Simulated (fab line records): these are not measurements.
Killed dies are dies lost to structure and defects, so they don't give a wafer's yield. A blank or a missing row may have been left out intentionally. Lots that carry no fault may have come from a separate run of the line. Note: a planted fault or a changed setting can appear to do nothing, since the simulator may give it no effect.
Matching of chambers + flow n5-finfet + N5_BEOL_M0_SAQP_SPACER2_ALD_26 on ald-sin-02 has 4 sister chambers
The step deposits SiO2, target thk 15 nm, pulse time 1 s, purge time 2 s. 8 wafers are shown with their chamber, then 7 later ones without.

EACH WAFER AND ITS CHAMBER
| wafer  | chamber | heater-power-outer-w (W) | heater-power-w (W) |
|--------|---------|--------------------------|--------------------|
| L083.2 | 0       | 266                      | 472                |
| L083.6 | 3       | 238                      | 448                |
| L088.1 | 2       | 258                      | 453                |
| L089.1 | 1       | 247                      | 469                |
| L089.2 | 2       | 255                      | 446                |
| L089.4 | 0       | 267                      | 482                |
| L093.2 | 1       | 246                      | 462                |
| L093.4 | 3       | 231                      | 444                |

WAFERS WITHOUT THEIR CHAMBER
| wafer  | heater-power-outer-w (W) | heater-power-w (W) |
|--------|--------------------------|--------------------|
| L093.6 | 227                      | 440                |
| L094.1 | 256                      | 452                |
| L094.5 | 275                      | 483                |
| L094.6 | 229                      | 445                |
| L096.1 | 261                      | 459                |
| L096.2 | 274                      | 496                |
| L096.6 | 252                      | 461                |

EACH ONE'S CHAMBER
| wafer  | from the rows above     | in truth |
|--------|-------------------------|----------|
| L093.6 | 3                       | 3        |
| L094.1 | 2                       | 2        |
| L094.5 | 0                       | 0        |
| L094.6 | 3                       | 3        |
| L096.1 | can't be placed: 2 or 0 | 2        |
| L096.2 | 0                       | 0        |
| L096.6 | can't be placed: 1 or 2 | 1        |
5 of 7 placed correctly. Cannot be placed on the basis of these rows: 2; the candidates contain the true chamber in 2. Wrongly placed: 0.
How it was worked out, from the rows above alone: a wafer's distance from a chamber is the root of the sum, over the readings, of the square of ((its reading less the chamber's mean) divided by the reading's scatter). If the next closest chamber is less than 2 further off than the closest, the wafer can't be placed; otherwise it belongs to the closest. For every chamber, the mean is computed from those of its wafers that are shown. The scatter: take each reading less its chamber's mean, square it, sum over the shown wafers, divide by the number of wafers less the number of chambers, and take the root.
